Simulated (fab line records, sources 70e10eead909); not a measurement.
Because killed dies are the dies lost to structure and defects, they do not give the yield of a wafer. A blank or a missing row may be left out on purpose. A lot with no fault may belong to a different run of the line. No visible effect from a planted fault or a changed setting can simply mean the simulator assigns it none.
What tool caused it? | flow nand-harc | 12 lots, 35 wafers sampled, at 5 steps of a route of 1302

== WHAT THE GAUGES READ, wafer by wafer ==
NHARC_A_ONON_D1_THK_MEAS_05: measures by ellipsometry. Usual: thk-nm reads 1002 nm (standard deviation 9.2).
lot  | measured     | on            | thk-nm (nm)    | flag
L887 | day 8 02:48  | film-metro-01 | 1021 1022 1019 |
L888 | day 8 11:58  | film-metro-02 | 1011 1014 1012 |
L889 | day 9 02:40  | film-metro-02 | 1009 1010 1010 |
L890 | day 9 11:01  | film-metro-01 | 998 998 999    |
L891 | day 9 18:17  | film-metro-02 | 1002 1001 1003 |
L892 | day 10 10:40 | film-metro-01 | 994 993 993    |
L894 | day 11 02:35 | film-metro-02 | 986 985 988    |
L897 | day 12 03:07 | film-metro-01 | 1011 1011 1009 |
L898 | day 12 15:16 | film-metro-01 | 994 994 996    |
L899 | day 13 01:45 | film-metro-01 | 1007 1009 1010 |
L902 | day 14 16:37 | film-metro-01 | 995 997        |
L903 | day 14 16:40 | film-metro-02 | 1010 1010 1010 |

NHARC_END_SORT_01. Usual: killed-at-array 55, standard deviation 17; killed-at-other 0.9, standard deviation 1.2; killed-at-periphery 3.7, standard deviation 2.5; killed-dies 59, standard deviation 18; killed-open 3.4, standard deviation 1.9; killed-short 2.6, standard deviation 1.6.
lot  | measured     | on        | killed-at-array | killed-at-other | killed-at-periphery | killed-dies | killed-open | killed-short | flag
L902 | day 31 19:58 | prober-01 | 66 50           | 0 1             | 5 8                 | 71 59       | 6 4         | 2 4          |
L903 | day 31 12:11 | prober-01 | 167 65 76       | 0 0 0           | 4 3 4               | 171 68 80   | 3 1 6       | 3 1 2        |

== WHAT TOOL EACH LOT RAN ON (gives the tool, then ch and the chambers of the sampled wafers, and finally the start) ==
lot  | NHARC_A_CHANNEL_HOLE_D1_ETCH_16    | NHARC_A_CHANNEL_HOLE_D1_ETCH_33  | NHARC_A_CHANNEL_HOLE_D1_XSEM_31
L887 | rie-diel-03 ch 0,1, day 8 18:54    | har-etch-02 ch 0,1, day 8 23:32  | xsem-02 ch 0, day 9 01:11
L888 | rie-diel-07 ch 0,3, day 9 06:55    | har-etch-01 ch 0,1, day 9 14:16  | xsem-01 ch 0, day 9 16:03
L889 | rie-diel-03 ch 0,1, day 9 20:59    | har-etch-01 ch 0,1, day 10 01:40 | xsem-01 ch 0, day 10 03:17
L890 | rie-diel-07 ch 1,2, day 10 03:07   | har-etch-02 ch 0,1, day 10 07:46 | xsem-02 ch 0, day 10 09:18
L891 | rie-diel-03 ch 0,1,2, day 10 10:22 | har-etch-01 ch 0,1, day 10 16:59 | xsem-01 ch 0, day 10 18:32
L892 | rie-diel-03 ch 0,2,3, day 11 06:18 | har-etch-02 ch 0,1, day 11 10:49 | xsem-02 ch 0, day 11 12:29
L894 | rie-diel-03 ch 0,3, day 11 22:22   | har-etch-01 ch 0,1, day 12 03:08 | xsem-01 ch 0, day 12 04:47
L897 | rie-diel-07 ch 0,1,2, day 12 19:04 | har-etch-02 ch 0, day 13 00:20   | xsem-01 ch 0, day 13 01:57
L898 | rie-diel-01 ch 0,1,2, day 13 11:54 | har-etch-02 ch 0,1, day 13 16:26 | xsem-02 ch 0, day 13 18:02
L899 | rie-diel-03 ch 0,1, day 13 20:57   | har-etch-02 ch 0,1, day 14 03:04 | xsem-01 ch 0, day 14 04:41
L902 | rie-diel-03 ch 0,3, day 15 08:47   | har-etch-01 ch 0,1, day 15 13:25 | xsem-02 ch 0, day 15 15:07
L903 | rie-diel-03 ch 0,1, day 15 08:24   | har-etch-02 ch 0, day 15 12:59   | xsem-01 ch 0, day 15 14:35
- NHARC_A_CHANNEL_HOLE_D1_ETCH_16: etches the open film in O2/COS, target depth 3100 nm, time 806 s.
- NHARC_A_CHANNEL_HOLE_D1_ETCH_33: etches the open film in C4F8/O2/Ar, time 90 s, target depth 400 nm.
- NHARC_A_CHANNEL_HOLE_D1_XSEM_31

== WHAT THE TOOLS THEMSELVES READ (means of the sampled wafers that have a number; where no wafer has one, the mark that the record gives instead) ==
NHARC_A_CHANNEL_HOLE_D1_ETCH_16. Usual: for chamber-pressure-mTorr, 20.001 mTorr with a standard deviation of 0.017; for drypump-motor-current-A, 6.0 A with a standard deviation of 0.47; for oes-product-au, 0.997 a.u. with a standard deviation of 0.012; for rf-vpp-V, 313.7 V with a standard deviation of 1.6; for run-length-s, 827.3 s with a standard deviation of 0.49; for showerhead-plenum-p-Torr, 3.09 Torr with a standard deviation of 0.1; for throttle-valve-pct, 28.330 % with a standard deviation of 0.0093.
lot  | tool        | chamber-pressure-mTorr (mTorr) | drypump-motor-current-A (A) | oes-product-au (a.u.) | rf-vpp-V (V) | run-length-s (s) | showerhead-plenum-p-Torr (Torr) | throttle-valve-pct (%) | flag
L887 | rie-diel-03 | 20.006                         | 6.3                         | 0.994                 | 315.3        | 827.9            | 3.11                            | 28.334                 |
L888 | rie-diel-07 | 20.017                         | 5.4                         | 0.997                 | 315.3        | 828.0            | 3.23                            | 28.335                 |
L889 | rie-diel-03 | 20.020                         | 6.3                         | 0.984                 | 313.6        | 827.5            | 3.11                            | 28.334                 |
L890 | rie-diel-07 | 20.011                         | 6.2                         | 0.998                 | 314.7        | 827.2            | 3.13                            | 28.326                 |
L891 | rie-diel-03 | 20.001                         | 6.1                         | 0.996                 | 313.1        | 827.9            | 3.04                            | 28.329                 |
L892 | rie-diel-03 | 20.008                         | 5.9                         | 1.000                 | 312.1        | 827.0            | 3.02                            | 28.340                 |
L894 | rie-diel-03 | 19.996                         | 5.9                         | 0.979                 | 311.9        | 827.0            | 3.02                            | 28.332                 |
L897 | rie-diel-07 | 20.030                         | 6.0                         | 1.001                 | 314.9        | 827.4            | 3.19                            | 28.330                 |
L898 | rie-diel-01 | 19.991                         | 5.5                         | 1.010                 | 313.8        | 827.0            | 3.09                            | 28.332                 |
L899 | rie-diel-03 | 20.001                         | 6.4                         | 0.996                 | 313.5        | 827.6            | 3.10                            | 28.330                 |
L902 | rie-diel-03 | 19.989                         | 6.0                         | 0.985                 | 313.9        | 741.7            | 3.04                            | 28.327                 | OFF
L903 | rie-diel-03 | 20.000                         | 6.0                         | 1.006                 | 313.1        | 770.8            | 3.04                            | 28.334                 | OFF

NHARC_A_CHANNEL_HOLE_D1_ETCH_33. Usual: chamber-pressure-mTorr 25.002 mTorr, standard deviation 0.025; drypump-motor-current-A 6.00 A, standard deviation 0.28; oes-air-line-au 1.000 a.u., standard deviation 0.021; run-length-s 121.3 s, standard deviation 0.76; showerhead-plenum-p-Torr 3.73 Torr, standard deviation 0.062; throttle-valve-pct 27.620 %, standard deviation 0.0094.
lot  | tool        | chamber-pressure-mTorr (mTorr) | drypump-motor-current-A (A) | oes-air-line-au (a.u.) | run-length-s (s) | showerhead-plenum-p-Torr (Torr) | throttle-valve-pct (%) | flag
L887 | har-etch-02 | 24.992                         | 5.94                        | 0.998                  | 120.7            | 3.72                            | 27.627                 |
L888 | har-etch-01 | 24.989                         | 6.18                        | 1.025                  | 122.0            | 3.76                            | 27.625                 |
L889 | har-etch-01 | 24.994                         | 6.18                        | 0.992                  | 122.2            | 3.76                            | 27.619                 |
L890 | har-etch-02 | 25.031                         | 5.95                        | 1.005                  | 120.7            | 3.71                            | 27.619                 |
L891 | har-etch-01 | 24.989                         | 6.18                        | 1.026                  | 122.2            | 3.76                            | 27.616                 |
L892 | har-etch-02 | 25.003                         | 5.97                        | 1.018                  | 120.7            | 3.70                            | 27.613                 |
L894 | har-etch-01 | 24.975                         | 6.18                        | 0.993                  | 122.4            | 3.75                            | 27.616                 |
L897 | har-etch-02 | 24.984                         | 5.56                        | 0.982                  | 120.8            | 3.77                            | 27.624                 |
L898 | har-etch-02 | 25.012                         | 5.74                        | 1.010                  | 120.6            | 3.73                            | 27.629                 |
L899 | har-etch-02 | 25.004                         | 5.94                        | 0.994                  | 120.7            | 3.68                            | 27.620                 |
L902 | har-etch-01 | 25.024                         | 6.19                        | 1.009                  | 122.2            | 3.72                            | 27.621                 |
L903 | har-etch-02 | 25.015                         | 5.55                        | 1.007                  | 120.8            | 3.75                            | 27.625                 |

NHARC_A_CHANNEL_HOLE_D1_XSEM_31. Usual: bot-cd-nm 74.7 nm, standard deviation 1.7; bow-nm 8.73 nm, standard deviation 0.29; tilt-deg 0.08 degrees, standard deviation 0.037.
lot  | tool    | bot-cd-nm (nm) | bow-nm (nm) | tilt-deg (degrees) | flag
L887 | xsem-02 | 74.2           | 8.84        | 0.09               |
L888 | xsem-01 | 75.7           | 8.51        | 0.10               |
L889 | xsem-01 | 76.7           | 8.79        | 0.07               |
L890 | xsem-02 | 75.3           | 8.84        | 0.06               |
L891 | xsem-01 | 74.5           | 8.84        | 0.12               |
L892 | xsem-02 | 72.6           | 8.40        | 0.04               |
L894 | xsem-01 | 76.7           | 8.43        | 0.14               |
L897 | xsem-01 | 75.5           | 8.86        | -0.01              |
L898 | xsem-02 | 75.0           | 8.61        | 0.08               |
L899 | xsem-01 | 74.5           | 8.87        | 0.09               |
L902 | xsem-02 | 72.9           | 8.04        | 0.06               |
L903 | xsem-01 | 73.9           | 8.54        | 0.12               |

== THE ANSWER, worked out from the rows above alone ==
Rule: a lot counts as off when the mean over its wafers that have a number is more than 3 standard deviations away from the usual mean. A lot without any number at a reading at which 4 lots or more have one is off too. Any other lot the step has rows for is counted as sound. Order of review: gauges by route order, followed by the tools' own readings, for which a lot's mean as printed above is used. The first step at which some lot is off is used, and at that step the reading that is off furthest; a lot without a number counts as furthest.
Off: L902, L903, at NHARC_A_CHANNEL_HOLE_D1_ETCH_16 (run-length-s).
A tool fits if, at that step or a process step before it, it ran every lot that is off, and no sound lot after the first of them. One fits: rie-diel-03 at NHARC_A_CHANNEL_HOLE_D1_ETCH_16. Its last sound lot is L899 (day 13 20:57), its first lot that is off L903 (day 15 08:24): a fault that began between those two fits.
The tool's own readings at NHARC_A_CHANNEL_HOLE_D1_ETCH_16 bear it out: on the lots that are off they differ by more than 5 times the standard deviation of the sound lots' means. run-length-s reads 756.2 s there against 827.5 s on the sound lots.

== WHAT WAS PUT IN BY THE SIMULATOR ==
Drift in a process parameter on rie-diel-03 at NHARC_A_CHANNEL_HOLE_D1_ETCH_16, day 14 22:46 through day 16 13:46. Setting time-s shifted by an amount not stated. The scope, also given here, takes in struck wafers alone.
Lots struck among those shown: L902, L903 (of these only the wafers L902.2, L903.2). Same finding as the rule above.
